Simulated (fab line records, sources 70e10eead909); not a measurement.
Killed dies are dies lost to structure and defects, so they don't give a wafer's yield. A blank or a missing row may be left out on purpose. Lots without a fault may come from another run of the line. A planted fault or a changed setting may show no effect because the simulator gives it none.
Chamber matching | flow nand_harc | NHARC_P_CONTACT_ETCH_35 on rie_diel-13: 4 sister chambers
The step etches the open film in CF4, target depth 39 nm, time 65 s. 7 wafers are shown with their chamber, then 7 later ones without.

WAFERS WITH THEIR CHAMBER
wafer  | chamber | drypump_motor_current_A (A) | rf_vpp_V (V)
L077.6 | 3       | 5.6                         | 152.9
L078.2 | 0       | 5.8                         | 153.1
L078.6 | 2       | 6.1                         | 151.0
L082.5 | 2       | 6.0                         | 151.8
L082.6 | 1       | 6.0                         | 148.6
L089.3 | 0       | 5.8                         | 151.1
L089.4 | 1       | 6.0                         | 150.6

WAFERS WITHOUT THEIR CHAMBER
wafer  | drypump_motor_current_A (A) | rf_vpp_V (V)
L089.5 | 5.6                         | 151.7
L093.1 | 6.0                         | 150.3
L093.4 | 5.6                         | 151.5
L093.6 | 5.8                         | 150.8
L094.2 | 6.0                         | 150.8
L094.3 | 5.8                         | 152.5
L094.4 | 5.8                         | 153.1

WHICH CHAMBER EACH WENT THROUGH
wafer  | from the rows above     | in truth
L089.5 | 3                       | 3
L093.1 | can't be placed: 1 or 2 | 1
L093.4 | 3                       | 3
L093.6 | 0                       | 0
L094.2 | can't be placed: 1 or 2 | 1
L094.3 | 0                       | 0
L094.4 | 0                       | 0
Placed correctly: 5 of 7. Can't be placed from these rows: 2 (the true chamber is among the candidates in 2). Placed wrongly: 0.
How it was worked out, from the rows above alone: a wafer's distance from a chamber is the root of the sum, over the readings, of the square of ((its reading less the chamber's mean) divided by the reading's scatter). The wafer belongs to the nearest chamber; if the next one is less than 2 further off, it can't be placed. A chamber's mean is the mean of its shown wafers. The scatter: the root of (the sum of the squares of (reading less its chamber's mean) over the shown wafers, divided by (wafers less chambers)).
